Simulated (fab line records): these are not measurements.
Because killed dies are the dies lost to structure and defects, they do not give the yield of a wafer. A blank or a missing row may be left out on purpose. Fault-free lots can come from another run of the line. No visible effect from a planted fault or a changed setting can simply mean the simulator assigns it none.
The tool behind it: which one? | flow n5_finfet | 24 lots, 72 wafers sampled, at 5 steps of a route of 1938

## WHAT THE GAUGES SHOWED, per wafer
N5_BEOL_M9_CD_MEAS_35: target cd 70 nm, target cd y 40 nm.
lot  | measured     | on        | cd_nm (nm)
L074 | day 9 12:20  | cd_sem-02 | 69.3 70.2 69.3
L075 | day 9 22:26  | cd_sem-01 | 71.4 71.2 70.5
L076 | day 10 00:38 | cd_sem-01 | 70.7 69.5 69.5
L077 | day 10 16:08 | cd_sem-03 | 69.7 69.6 69.1
L078 | day 10 23:46 | cd_sem-01 | 69.1 69.7 68.4
L079 | day 10 23:52 | cd_sem-01 | 70.4 70.5 70.1
L082 | day 11 01:56 | cd_sem-03 | 71.2 71.4 70.7
L080 | day 11 09:13 | cd_sem-01 | 69.8 69.5 70.4
L081 | day 11 17:13 | cd_sem-01 | 69.9 70.7 70.5
L083 | day 11 19:23 | cd_sem-03 | 70.0 70.3 69.1
L084 | day 12 11:16 | cd_sem-03 | 70.9 70.0 70.5
L085 | day 12 11:56 | cd_sem-03 | 69.5 69.4 70.0
L086 | day 13 06:07 | cd_sem-01 | 69.6 69.8 70.1
L087 | day 13 07:35 | cd_sem-02 | 71.3 71.0 69.7
L088 | day 13 07:49 | cd_sem-02 | 70.7 70.2 69.6
L089 | day 13 11:03 | cd_sem-01 | 70.8 69.9 70.7
L090 | day 13 14:53 | cd_sem-01 | 69.8 70.1 69.6
L091 | day 13 16:33 | cd_sem-01 | 69.2 69.8 69.4
L092 | day 14 11:50 | cd_sem-02 | 69.8 70.1 70.9
L093 | day 14 15:46 | cd_sem-03 | 69.4 69.7 70.0
L095 | day 15 08:13 | cd_sem-03 | 70.2 69.8 69.4
L094 | day 15 08:29 | cd_sem-01 | 69.8 70.0 69.5
L096 | day 15 10:44 | cd_sem-02 | 70.3 71.0 71.2
L097 | day 16 07:41 | cd_sem-03 | 69.6 69.5 69.4

N5_BEOL_M10_OVL_MEAS_12.
lot  | measured     | on         | M10_OVL (nm)
L074 | day 9 17:37  | overlay-01 | 1.5 1.4 0.9
L075 | day 10 03:52 | overlay-01 | -0.2 0.4 0.0
L076 | day 10 05:01 | overlay-01 | 0.4 -0.3 -0.6
L077 | day 11 00:09 | overlay-01 | -0.4 0.2 -0.1
L078 | day 11 04:54 | overlay-02 | -0.1 1.0 -0.1
L079 | day 11 04:49 | overlay-01 | -0.3 -0.8 -1.2
L082 | day 11 07:45 | overlay-02 | 0.4 1.1 1.9
L080 | day 11 12:46 | overlay-01 | -0.3 0.0 -1.0
L081 | day 12 01:24 | overlay-01 | -0.6 0.2 -0.4
L083 | day 12 01:38 | overlay-02 | 0.9 -0.8 -0.4
L084 | day 12 15:48 | overlay-01 | -0.1 0.6 0.1
L085 | day 12 17:28 | overlay-02 | -1.2 0.4 0.5
L086 | day 13 10:35 | overlay-01 | -0.3 -0.5 0.3
L087 | day 13 14:02 | overlay-01 | 1.6 2.0 1.3
L088 | day 13 14:13 | overlay-02 | 1.1 0.1 0.5
L089 | day 13 14:43 | overlay-01 | 2.1 1.3 0.4
L090 | day 13 22:03 | overlay-02 | 0.1 -0.6 0.4
L091 | day 13 22:29 | overlay-02 | -1.1 0.5 0.0
L092 | day 14 15:55 | overlay-01 | -0.6 0.1 0.1
L093 | day 14 21:49 | overlay-02 | 0.1 -0.1 0.9
L095 | day 15 14:40 | overlay-02 | 0.0 -0.7 -0.1
L094 | day 15 15:00 | overlay-01 | 0.5 -0.4 0.9
L096 | day 15 18:08 | overlay-01 | 0.3 1.5 0.3
L097 | day 16 12:23 | overlay-01 | 1.5 0.7 -0.1

## EACH LOT AND THE TOOL THAT RAN IT (in order: tool; ch and the chambers of the sampled wafers; start)
lot  | N5_BEOL_M9_CURE_72            | N5_BEOL_M9_DEGAS_44          | N5_BEOL_M9_CMP_52
L074 | uv_cure-03 ch 2, day 9 12:25  | pvd_sputter-03, day 9 12:52  | cmp-03 ch 0,1,3, day 9 15:14
L075 | uv_cure-02 ch 1, day 9 22:34  | pvd_sputter-03, day 9 22:49  | cmp-03 ch 2,3, day 10 00:11
L076 | uv_cure-03 ch 0, day 10 00:52 | pvd_sputter-03, day 10 01:39 | cmp-02 ch 0,1,2, day 10 02:57
L077 | uv_cure-03 ch 1, day 10 17:14 | pvd_sputter-02, day 10 17:53 | cmp-03 ch 0,1, day 10 19:06
L078 | uv_cure-03 ch 1, day 10 23:54 | pvd_sputter-03, day 11 00:49 | cmp-03 ch 0,1,3, day 11 02:21
L079 | uv_cure-02 ch 0, day 11 00:00 | pvd_sputter-03, day 11 00:53 | cmp-01 ch 0,1,2, day 11 02:11
L082 | uv_cure-03 ch 2, day 11 01:59 | pvd_sputter-03, day 11 03:01 | cmp-03 ch 0,2,3, day 11 04:40
L080 | uv_cure-01 ch 1, day 11 09:16 | pvd_sputter-03, day 11 09:35 | cmp-03 ch 0,2, day 11 11:07
L081 | uv_cure-02 ch 0, day 11 17:18 | pvd_sputter-02, day 11 17:44 | cmp-01 ch 0,1,2, day 11 20:34
L083 | uv_cure-01 ch 1, day 11 19:26 | pvd_sputter-03, day 11 20:02 | cmp-02 ch 1,2, day 11 21:10
L084 | uv_cure-02 ch 0, day 12 11:19 | pvd_sputter-01, day 12 11:54 | cmp-01 ch 0,3, day 12 13:20
L085 | uv_cure-02 ch 0, day 12 12:04 | pvd_sputter-02, day 12 12:20 | cmp-01 ch 0,2,3, day 12 14:47
L086 | uv_cure-03 ch 0, day 13 06:09 | pvd_sputter-02, day 13 06:50 | cmp-02 ch 1,2,3, day 13 08:39
L087 | uv_cure-02 ch 0, day 13 07:38 | pvd_sputter-01, day 13 09:45 | cmp-03 ch 0,1,3, day 13 11:01
L088 | uv_cure-01 ch 0, day 13 07:52 | pvd_sputter-01, day 13 09:50 | cmp-02 ch 0,1,2, day 13 11:08
L089 | uv_cure-03 ch 0, day 13 11:08 | pvd_sputter-01, day 13 11:33 | cmp-03 ch 0,1,2, day 13 12:59
L090 | uv_cure-03 ch 1, day 13 14:55 | pvd_sputter-02, day 13 16:39 | cmp-02 ch 0,1,2, day 13 18:22
L091 | uv_cure-02 ch 1, day 13 16:35 | pvd_sputter-01, day 13 17:19 | cmp-03 ch 1,2,3, day 13 20:05
L092 | uv_cure-01 ch 0, day 14 11:59 | pvd_sputter-03, day 14 12:19 | cmp-03 ch 1,2, day 14 13:35
L093 | uv_cure-01 ch 2, day 14 15:57 | pvd_sputter-01, day 14 16:07 | cmp-01 ch 1,2,3, day 14 18:17
L095 | uv_cure-02 ch 0, day 15 08:15 | pvd_sputter-03, day 15 09:52 | cmp-01 ch 0,1, day 15 11:07
L094 | uv_cure-01 ch 1, day 15 08:35 | pvd_sputter-03, day 15 09:56 | cmp-03 ch 1,2, day 15 11:23
L096 | uv_cure-02 ch 1, day 15 10:47 | pvd_sputter-01, day 15 11:43 | cmp-03 ch 1,2,3, day 15 14:44
L097 | uv_cure-01 ch 2, day 16 07:43 | pvd_sputter-01, day 16 08:13 | cmp-02 ch 1,3, day 16 09:22
- N5_BEOL_M9_CURE_72: cures SiCOH lowk, time 120 s.
- N5_BEOL_M9_DEGAS_44: time 60 s.
- N5_BEOL_M9_CMP_52: polishes, stops on SiCOH lowk, t overpolish 7 s, target thk 140 nm.

## AS READ BY THE TOOLS THEMSELVES (means over the sampled wafers that have a number; for cases with no such wafer, the mark the record gives instead)
N5_BEOL_M9_CURE_72.
lot  | tool       | lamp_power_pct (%) | wafer_temp_C_max
L074 | uv_cure-03 | 52.29              | 371.0
L075 | uv_cure-02 | 52.25              | 372.9
L076 | uv_cure-03 | 52.34              | 371.2
L077 | uv_cure-03 | 52.35              | 371.1
L078 | uv_cure-03 | 52.28              | 370.7
L079 | uv_cure-02 | 52.30              | 371.7
L082 | uv_cure-03 | 52.31              | 371.5
L080 | uv_cure-01 | 52.32              | 371.4
L081 | uv_cure-02 | 52.34              | 371.7
L083 | uv_cure-01 | 52.33              | 371.4
L084 | uv_cure-02 | 52.29              | 371.3
L085 | uv_cure-02 | 52.35              | 371.4
L086 | uv_cure-03 | 52.30              | 370.9
L087 | uv_cure-02 | 52.29              | 371.7
L088 | uv_cure-01 | 52.31              | 371.9
L089 | uv_cure-03 | 52.33              | 371.0
L090 | uv_cure-03 | 52.33              | 370.9
L091 | uv_cure-02 | 52.31              | 372.2
L092 | uv_cure-01 | 52.33              | 372.1
L093 | uv_cure-01 | 52.31              | 372.4
L095 | uv_cure-02 | 52.34              | 371.1
L094 | uv_cure-01 | 52.34              | 371.5
L096 | uv_cure-02 | 52.32              | 372.8
L097 | uv_cure-01 | 52.32              | 372.1

N5_BEOL_M9_DEGAS_44.
lot  | tool           | heater_power_w (W) | susceptor_temp_C (C)
L074 | pvd_sputter-03 | 302                | 249.93
L075 | pvd_sputter-03 | 316                | 250.00
L076 | pvd_sputter-03 | 302                | 249.79
L077 | pvd_sputter-02 | 380                | 250.11
L078 | pvd_sputter-03 | 324                | 250.00
L079 | pvd_sputter-03 | 307                | 250.09
L082 | pvd_sputter-03 | 314                | 250.15
L080 | pvd_sputter-03 | 309                | 249.94
L081 | pvd_sputter-02 | 310                | 250.05
L083 | pvd_sputter-03 | 299                | 249.98
L084 | pvd_sputter-01 | 320                | 250.04
L085 | pvd_sputter-02 | 349                | 250.17
L086 | pvd_sputter-02 | 338                | 249.95
L087 | pvd_sputter-01 | 345                | 249.96
L088 | pvd_sputter-01 | 322                | 249.95
L089 | pvd_sputter-01 | 344                | 250.02
L090 | pvd_sputter-02 | 335                | 250.13
L091 | pvd_sputter-01 | 339                | 250.00
L092 | pvd_sputter-03 | 327                | 250.08
L093 | pvd_sputter-01 | 340                | 250.10
L095 | pvd_sputter-03 | 312                | 250.00
L094 | pvd_sputter-03 | 326                | 250.09
L096 | pvd_sputter-01 | 323                | 250.06
L097 | pvd_sputter-01 | 321                | 250.15

N5_BEOL_M9_CMP_52.
lot  | tool   | barrier_field_endpoint_s (s) | motor_current_A (A) | overpolish_run_s (s) | slurry_filter_dp_kPa (kPa) | slurry_flow_ml_min | time_to_endpoint_s (s)
L074 | cmp-03 | 29.2                         | 6.3                 | 6.996                | 13.36                      | 149.9              | 72
L075 | cmp-03 | 30.0                         | 6.8                 | 7.004                | 13.31                      | 150.1              | 71
L076 | cmp-02 | 29.4                         | 6.2                 | 7.005                | 13.44                      | 149.8              | 69
L077 | cmp-03 | 28.9                         | 6.4                 | 7.003                | 13.53                      | 150.0              | 68
L078 | cmp-03 | 29.7                         | 6.1                 | 7.003                | 13.52                      | 150.4              | 72
L079 | cmp-01 | 29.1                         | 5.5                 | 7.007                | 13.50                      | 150.3              | 67
L082 | cmp-03 | 29.4                         | 6.6                 | 7.005                | 13.52                      | 150.1              | 67
L080 | cmp-03 | 29.5                         | 6.4                 | 6.991                | 13.45                      | 149.8              | 68
L081 | cmp-01 | 29.1                         | 5.6                 | 7.003                | 13.50                      | 150.5              | 68
L083 | cmp-02 | 29.9                         | 6.4                 | 6.998                | 13.51                      | 150.6              | 70
L084 | cmp-01 | 28.1                         | 5.4                 | 7.003                | 13.47                      | 149.7              | 66
L085 | cmp-01 | 29.7                         | 5.7                 | 6.999                | 13.51                      | 150.1              | 69
L086 | cmp-02 | 28.9                         | 6.1                 | 7.006                | 13.53                      | 150.2              | 63
L087 | cmp-03 | 29.4                         | 6.1                 | 7.000                | 13.44                      | 149.9              | 69
L088 | cmp-02 | 29.0                         | 6.2                 | 6.999                | 13.38                      | 150.0              | 64
L089 | cmp-03 | 29.0                         | 6.5                 | 6.993                | 13.65                      | 149.7              | 67
L090 | cmp-02 | 29.6                         | 6.3                 | 7.002                | 13.54                      | 150.0              | 67
L091 | cmp-03 | 30.5                         | 6.6                 | 7.006                | 13.63                      | 150.1              | 70
L092 | cmp-03 | 29.5                         | 6.8                 | 7.005                | 13.51                      | 150.3              | 69
L093 | cmp-01 | 29.2                         | 5.8                 | 7.001                | 13.50                      | 149.8              | 66
L095 | cmp-01 | 29.6                         | 5.5                 | 7.005                | 13.43                      | 150.0              | 67
L094 | cmp-03 | 30.4                         | 6.5                 | 7.006                | 13.40                      | 150.2              | 71
L096 | cmp-03 | 29.5                         | 6.6                 | 6.992                | 13.40                      | 149.9              | 67
L097 | cmp-02 | 28.8                         | 5.6                 | 7.000                | 13.46                      | 149.7              | 66

## THE ANSWER, worked out from the rows above alone
Rule: the usual values come from the lots themselves. Put in order of their means at a reading, lots are off if they are a third of the lots or fewer, leave a main group of 4 or more, and stand apart from it by a gap of 3 or more times the standard deviation of the main group's means; of several such gaps the widest counts. A main group whose means are all the same, to the digits that the tables above print for the reading, isn't used. Also off: a lot with no number at a reading for which 4 or more lots have one. All remaining lots with rows at the step are treated as sound. After the gauges, taken in route order, come the tools' own readings; for these a lot's mean is taken, as printed above. At the first step where some lot is off, the reading lying furthest off is the one used; lots without a number count as furthest.
No lot is off on any of the readings shown, so nothing can be concluded from this.

## WHAT WAS PUT IN BY THE SIMULATOR
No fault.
